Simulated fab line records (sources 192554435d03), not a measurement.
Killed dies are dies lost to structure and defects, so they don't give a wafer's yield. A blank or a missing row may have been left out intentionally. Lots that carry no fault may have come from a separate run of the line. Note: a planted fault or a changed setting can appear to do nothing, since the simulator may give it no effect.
fab line records -- flow n5_finfet
[record] lots = 3, wafers = 9, last_day = 15
route steps=1938 shown STI_FIN_REVEAL@184 DUMMY_GATE@212 BEOL_M4@1111 PASSIVATION@1936
lots untouched by any fault: they come from a run of this same line in which no faults occurred
start_h: the number of hours between the record's first day and the start of the first shown wafer of the lot -- wait_h: time in hours since the lot's previous step -- " the same as in the row above -- L1.1+2: one row covering several wafers at once -- - either no value or no given start -- * or withheld: withheld -- < > ~ a bound
route shown NAME@n: a module of which the file shows steps, and the number in the route of the first -- usual: mean/standard deviation taken from wafers without a fault -- same: alike in all rows -- chamber/n: place in a boat -- sites: each site's reading -- _std_site: their standard deviation -- _edge_site: the outer-site mean with the inner-site mean subtracted -- radius_mm: how far each site lies from the wafer's centre -- mask NAME#n: copy n -- behind: the last tool/chamber to shape the wafer -- hold: why the lot was held/for how many hours/how that ended -- device: the n, p or np transistor that did not switch -- end of line: the same wafers' tests at the end of the route -- for a step that has no rows: nothing shown but its recipe -- killed: dies lost to structure and defects at the first sort, not the wafer's yield -- map: shows each die of a wafer: x if killed, . if not, _ if none is there
set.NAME: setting as actually run; set.NAME@STEP: the setting as run at that earlier step -- model.NAME: the simulator's own value behind a step, which no gauge read
a table for each step, a row for each wafer; lots at some steps of the route
[[steps]]
[step N5_STI_FIN_REVEAL_ALD_14]
[recipe] material = Si3N4, target_thk_a = 30, temp_c = 400, ald_precursor_family = SiH2I2, ald_co_reactant = N2/H2-plasma, pressure_torr = 2
[step N5_STI_FIN_REVEAL_FCVD_FILL_01]
[recipe] material = SiO2_flowable, target_thk_a = 3120, temp_c = 100, pressure_torr = 0.8, rf_w = 2000, time_s = 512.2
[step N5_STI_FIN_REVEAL_DENSIFY_02]
[recipe] temp_c = 650, ambient = steam, time_s = 1800, idle_temp_c = 400, densification_p_h2o_torr = 640
[step N5_STI_FIN_REVEAL_CMP_04]
[recipe] stop_on = Si3N4, t_overpolish_s = 4, down_force_psi = 2, platen_rpm = 54.18, post_cmp_clean = alkaline_brush, pad_velocity_m_s = 1.078, target_thk_nm = 131.83
[step N5_STI_FIN_REVEAL_DENSIFY_30]
[recipe] temp_c = *, time_s = *, ambient = N2, idle_temp_c = 600, ramp_up_c_per_s = 150, ramp_down_c_per_s = 60, cool_to_c = 600
[step N5_STI_FIN_REVEAL_ETCHBACK_08]
[recipe] chemistry = C4F6/O2, target = SiO2, target_depth_a = 305, time_s = 10.167, ion_energy_ev = 250, pressure_mtorr = 30, source_w = 345, bias_w = 185, Ar_flow_sccm = 300, C4F6_flow_sccm = 10, O2_flow_sccm = 10
[step N5_STI_FIN_REVEAL_STRIP_24]
[recipe] chemistry = N2/H2, time_s = 90, power_w = 100, temp_c = 40, pressure_mtorr = 100, rf_frequency_hz = 6e+07, bias_power_w = 3, n2_flow_sccm = 300, h2_flow_sccm = 300
[step N5_STI_FIN_REVEAL_PRECLEAN_25]
[recipe] chemistry = SPM, time_s = 90, temp_c = 120, mix = 4:1
[step N5_STI_FIN_REVEAL_PRECLEAN_26]
[recipe] chemistry = SC1, time_s = 45, temp_c = 46, mix = 1:2:100
[step N5_STI_FIN_REVEAL_PRECLEAN_29]
[recipe] chemistry = DHF, time_s = 30, temp_c = 25, dilution = 300:1
[step N5_STI_FIN_REVEAL_SRD_12]
[recipe] time_s = 30, temp_c = 23, rinse_liquid = diw, dry = ipa_marangoni
[step N5_STI_FIN_REVEAL_RECESS_09]
[recipe] chemistry = HF/NH3, target = SiO2, afs_cycles = 11, target_depth_a = 425, temp_c = 30, sublimation_temp_c = 180, sublimation_time_s = 60
[usual] drypump_motor_current_A = 5.6/0.36
lot.wafer,tool,chamber,start_h,wait_h,drypump_motor_current_A
L597.2,vapor_etch-01,0,61.44,0.0,5.4
L597.3,vapor_etch-01,1,61.44,0.0,5.4
L597.4,vapor_etch-01,0,61.44,0.0,5.4
L603.2,vapor_etch-01,0,93.96,0.0,5.4
L603.4,vapor_etch-01,0,93.96,0.0,5.4
L603.6,vapor_etch-01,1,93.96,0.0,5.4
L608.2,vapor_etch-02,1,124.34,0.0,6.2
L608.3,vapor_etch-02,0,124.34,0.0,5.3
L608.5,vapor_etch-02,1,124.34,0.0,6.2
[step N5_STI_FIN_REVEAL_STRIP_16]
[recipe] chemistry = H3PO4, material = SiNx, temp_c = 165, target_depth_a = 238, overetch_fraction = 0.4964, dry = ipa_marangoni
[step N5_STI_FIN_REVEAL_PRECLEAN_17]
[recipe] chemistry = NF3:NH3, afs_cycles = 1, temp_c = 30, time_s = 20, sublimation_temp_c = 180, sublimation_time_s = 60, pressure_torr = 3, rf_power_w = 30
[step N5_STI_FIN_REVEAL_ETCH_34]
[recipe] chemistry = H2, mode = isotropic, material = Si, target = Si, target_depth_a = 9.7, temp_c = 20, pressure_mtorr = 4.5, icp_w = 300, bias_w = 0, h2_flow_sccm = 7.5, he_flow_sccm = 142.5
[step N5_STI_FIN_REVEAL_OXIDATION_31]
[recipe] chemistry = O2_PLASMA_REMOTE, temp_c = 150, time_s = 20, pressure_mtorr = 1000, source_power_w = 2000, o2_flow_sccm = 3000
[step N5_STI_FIN_REVEAL_PRECLEAN_32]
[recipe] chemistry = NF3:NH3, afs_cycles = 1, temp_c = 30, time_s = 20, sublimation_temp_c = 180, sublimation_time_s = 60, pressure_torr = 3, rf_power_w = 30
[step N5_STI_FIN_REVEAL_STRIP_35]
[recipe] chemistry = H3PO4, material = Si3N4, temp_c = 165, target_depth_a = 40, time_s = 39
[step N5_STI_FIN_REVEAL_SRD_21]
[recipe] dry = ipa_marangoni, time_s = 30, temp_c = 23, rinse_liquid = diw
[step N5_STI_FIN_REVEAL_OXIDATION_33]
[recipe] chemistry = O2_PLASMA_REMOTE, temp_c = 150, time_s = 20, pressure_mtorr = 1000, source_power_w = 2000, o2_flow_sccm = 3000
[step N5_STI_FIN_REVEAL_CLEAN_19]
[recipe] chemistry = O3/DIW, temp_c = 25, time_s = 120, o3_ppm = 10
[step N5_STI_FIN_REVEAL_SRD_23]
[recipe] dry = ipa_marangoni, time_s = 30, temp_c = 23, rinse_liquid = diw
[step N5_STI_FIN_REVEAL_PRECLEAN_18]
[recipe] chemistry = SC2, time_s = 45, temp_c = 35, mix = 1:1:50
[step N5_STI_FIN_REVEAL_SRD_28]
[recipe] dry = ipa_marangoni, time_s = 30, temp_c = 23, rinse_liquid = diw
[step N5_DUMMY_GATE_PRECLEAN_00]
[recipe] chemistry = O3/DIW, time_s = 60, temp_c = 22, o3_ppm = 10
[step N5_DUMMY_GATE_SRD_01]
[recipe] time_s = 30, temp_c = 23, rinse_liquid = diw, dry = ipa_marangoni
[step N5_DUMMY_GATE_ALD_02]
[recipe] material = SiO2, target_thk_a = 20, temp_c = 300, ald_precursor_family = BDEAS, ald_co_reactant = O2-plasma, pulse_time_s = 1, pressure_torr = 2
[step N5_DUMMY_GATE_CVD_03]
[recipe] material = a-Si, target_thk_a = 1500, temp_c = 530, precursor = SiH4, time_s = 8042
[step N5_DUMMY_GATE_PRECLEAN_46]
[recipe] chemistry = DIW, time_s = 89.5, temp_c = 23
[step N5_DUMMY_GATE_SRD_47]
[recipe] dry_time_s = 32, dry = n2_spin, spin_rpm = 1500
[step N5_DUMMY_GATE_CMP_04]
[recipe] material = a-Si, post_cmp_clean = alkaline_brush
[step N5_DUMMY_GATE_HM_DEP_06]
[recipe] material = SiNx, target_thk_a = 800, precursor = DCS/NH3, temp_c = 700, pressure_mtorr = 300, time_s = 5141
[step N5_DUMMY_GATE_PECVD_30]
[recipe] material = SiO2, target_thk_a = 550, temp_c = 400, precursor = TEOS/O2, pressure_torr = 6.5, rf_w = withheld, teos_flow_sccm = withheld, gas = O2, flow_sccm = 2650, time_s = 10.8
[step N5_DUMMY_GATE_COAT_34]
[recipe] resist = SOC, temp_c = 250, time_s = 60, spin_rpm = 1500, resist_thk_nm = 60
[step N5_DUMMY_GATE_COAT_35]
[recipe] resist = SiARC, temp_c = 220, time_s = 60, spin_rpm = 1500, resist_thk_nm = 10
[step N5_DUMMY_GATE_COAT_28]
[recipe] resist = underlayer, temp_c = 205, time_s = 60, spin_rpm = 1500, resist_thk_nm = 10
[step N5_DUMMY_GATE_COAT_09]
[recipe] resist = CAR-EUV, spin_rpm = 1500, resist_thk_nm = 30
[step N5_BEOL_M4_RC_MEAS_101]
[usual] DIBL_N = 36.5/1.4, DIBL_P = 36.6/1.9, IOFF_N = 0.167/0.029, IOFF_N_85C = 3.2/0.46, IOFF_P = 0.21/0.033, ION_N = 674/12, ION_P = 460/8.9, SS_N = 71.6/0.57, SS_P = 73.4/0.61, VT_N = 249/3.3, VT_P = -250/3.3
lot.wafer,tool,chamber,start_h,wait_h,DIBL_N[mV/V],DIBL_P[mV/V],IOFF_N[nA/um],IOFF_N_85C[nA/um],IOFF_P[nA/um],ION_N[uA/um],ION_P[uA/um],SS_N[mV/dec],SS_P[mV/dec],VT_N[mV],VT_P[mV]
L597.2,prober-02,0,195.42,0.2,35.0,33.0,0.131,2.6,0.19,672,462,71.1,72.6,252,-250
L597.3,prober-02,0,195.42,0.2,36.2,33.4,0.149,3.0,0.20,666,459,71.5,72.4,252,-249
L597.4,prober-02,0,195.42,0.2,37.0,34.7,0.172,3.3,0.22,667,463,71.5,72.8,244,-248
L603.2,prober-02,0,226.41,0.2,37.5,38.8,0.177,3.4,0.20,677,454,71.9,73.4,249,-252
L603.4,prober-02,0,226.41,0.2,41.9,41.4,0.314,5.6,0.27,640,432,75.8,74.9,251,-252
L603.6,prober-02,0,226.41,0.2,37.1,38.3,0.155,3.0,0.18,677,451,72.5,73.8,252,-253
L608.2,prober-01,0,265.89,0.2,37.2,38.0,0.184,3.5,0.21,679,464,70.9,73.5,246,-249
L608.3,prober-01,0,265.89,0.2,39.7,39.8,0.224,4.1,0.25,676,455,72.4,74.5,248,-249
L608.5,prober-01,0,265.89,0.2,37.9,39.0,0.195,3.6,0.22,678,460,72.5,74.1,249,-250
[step N5_PASSIVATION_PROBE_49]
[usual] defect_limited_yield = 91.2/1.6, killed_at_M0_to_M3 = 34/11, killed_at_M4_up = 14/5.7, killed_at_contacts = 14/6.6, killed_at_front_end = 37/10, killed_at_other = 4/3.2, killed_dies = 104/19, killed_on_rim = 14/4.1, killed_open = 69/13, killed_short = 33/8.7, sort_bin_4_leakage = 0.00/0.014, sort_bin_5_function = 5.1/1, sort_bin_6_memory = 3.3/0.76, sort_bin_8_speed = 0.00/0.016, sort_n_pass = 1076/19, sort_yield_pct = 91.2/1.6
[same] gross_dies = 1180, killed_at_back_side = 0
lot.wafer,tool,chamber,start_h,wait_h,defect_limited_yield[%],killed_at_M0_to_M3,killed_at_M4_up,killed_at_contacts,killed_at_front_end,killed_at_other,killed_dies,killed_on_rim,killed_open,killed_short,sort_bin_4_leakage[%],sort_bin_5_function[%],sort_bin_6_memory[%],sort_bin_8_speed[%],sort_n_pass,sort_yield_pct[%]
L603.4,prober-01,-,326.42,0.2,88.1,36,19,14,58,14,141,13,94,45,1.78,6.7,5.3,3.31,979,83.0
L608.2,prober-01,-,366.15,0.1,94.3,21,3,7,34,2,67,14,43,23,0,2.9,2.3,0,1113,94.3
L608.3,prober-01,-,366.20,0.1,92.0,30,8,15,39,2,94,16,67,27,0,4.6,3.1,0,1086,92.0
L608.5,prober-01,-,366.30,0.2,92.4,32,7,11,36,4,90,18,63,26,0,4.5,3.1,0,1090,92.4
// killed by level:class
L603.4 FIN_SAQP:geometric_particle:open=16 BEOL_M2:geometric_particle:open=14 GATE_CUT:geometric_particle:short=12 MOL_CONTACT_COAG:geometric_particle:open=12 BEOL_M0_SAQP:geometric_particle:open=8 BEOL_M0_SAQP:geometric_particle:short=8 BEOL_M4:geometric_particle:open=8 PAD_METAL:geometric_particle:open=7
L608.2 FIN_SAQP:geometric_particle:short=7 STI_FIN_REVEAL:geometric_particle:open=7 BEOL_M0_SAQP:geometric_particle:short=7 BEOL_M0_SAQP:geometric_particle:open=6 FIN_SAQP:geometric_particle:open=5 MOL_CONTACT_COAG:geometric_particle:open=5 DUMMY_GATE:geometric_particle:open=3 GATE_CUT:geometric_particle:open=3
L608.3 MOL_CONTACT_COAG:geometric_particle:open=11 STI_FIN_REVEAL:geometric_particle:open=10 BEOL_M1:geometric_particle:open=7 BEOL_M0_SAQP:geometric_particle:open=7 BEOL_M0_SAQP:geometric_particle:short=6 BEOL_M2:geometric_particle:open=6 FIN_SAQP:geometric_particle:open=5 MOL_CONTACT_COAG:geometric_particle:short=4
L608.5 MOL_CONTACT_COAG:geometric_particle:open=10 BEOL_M3:geometric_particle:open=9 FIN_SAQP:geometric_particle:open=7 BEOL_M1:geometric_particle:open=6 STI_FIN_REVEAL:geometric_particle:open=5 ILD0:geometric_particle:open=5 BEOL_M1:geometric_particle:short=5 STARTING-WAFER:geometric_particle:short=4
// map L603.4 (x killed, . not)
_________________............________________
______________.....x..x........._____________
___________..x........x...x........__________
__________..............x..........._________
________.........x..........x......x.._______
_______.....xx......x.....x...........x______
______..x...x..xx......x..........x.x..._____
_____.......x....x..........x............____
____..x........x.....x...x.x.............x___
___x...........x.....x..............x......__
___....xx.x.............................x..__
__...x.......x...x...x.......x........x.x..._
__.............................x..x....x...x_
_x.x.............x.........x.....x...........
_............x.....x..x......................
_...x.........x.......x..........xx..........
_.............x...x.............x.....x.xx..x
_..............x...x.......x.......x......x..
_......x..x...x..x...x..x..x...x........x...x
_....x.................x.......x.....xx......
_.x...............x..x.......................
__...x......x.....x........................._
__.....x.......x....xx.x.......x.......x...._
___xxx...x....x....xx..........xx..........__
___.....x.........x...x.x..........x...x...__
____.....x...x..x...x...x...............x.___
_____.............x.xx...................____
______.....xx.............x...........x._____
_______...................x...x..x.....______
________.......xxx.......x.x.........._______
__________.......x....x............._________
___________........................__________
______________.......x.........._____________
_________________............________________
// map L597.3 (x killed, . not)
_________________.......x....________________
______________..............x..._____________
___________............x...........__________
__________.......x...........x......_________
________..xxxx..........x............._______
_______........x...x.........x.......xx______
______..x.........x.......x..........x.._____
_____............................x...x...____
____............x..x....................x.___
___........x.x.............................__
___..........................x.............__
__................................x.....x..._
__.........................................._
_.....x..................................x...
_............................................
_......x............x..................x.....
_...x..............x......................x..
_..x...x........x..........x...........x.....
_.........x..................................
_.x.x............x.xx................x.......
_..........x..............x.........x........
__....x.........x.....x....x...x..........x._
__....x....x..............x................._
___..............x...x.....................__
___.x..........x...........................__
____......................................___
_____..x.x...........x.................x.____
______.x.................x.......x......_____
_______.....x.......xx.................______
________...x..xx...................xx._______
__________...x.................x...._________
___________......x...........x....x__________
______________..........x..x...._____________
_________________............________________
[[key]]
[first_sign] step = N5_BEOL_M4_RC_MEAS_101, reading = SS_N, direction = up, sigmas = 7.4, usual = 71.6, struck = 75.8
[effect] step = N5_BEOL_M4_RC_MEAS_101, reading = IOFF_N, direction = up, sigmas = 5.1, usual = 0.167, struck = 0.314
[effect] step = N5_BEOL_M4_RC_MEAS_101, reading = IOFF_N_85C, direction = up, sigmas = 5, usual = 3.2, struck = 5.6
[effect] step = N5_BEOL_M4_RC_MEAS_101, reading = DIBL_N, direction = up, sigmas = 3.7, usual = 36.5, struck = 41.9
[effect] step = N5_BEOL_M4_RC_MEAS_101, reading = ION_P, direction = down, sigmas = 3.2, usual = 460, struck = 432
[effect] step = N5_PASSIVATION_PROBE_49, reading = sort_bin_8_speed, direction = up, sigmas = 39, usual = 0.00, struck = 3.31
met_at N5_STI_FIN_REVEAL_RECESS_09
struck_wafers L603.4
onset_between 61.44 93.96
[fault] kind = process_parameter_drift, tool = vapor_etch-01, chamber = -, onset_h = 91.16, steps = N5_STI_FIN_REVEAL_RECESS_09, channel = target_depth_a, offset = -29.051, shape = step, end_h = 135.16, scope = struck_wafers_only, acts_in = these_recipes_only, stated = 425
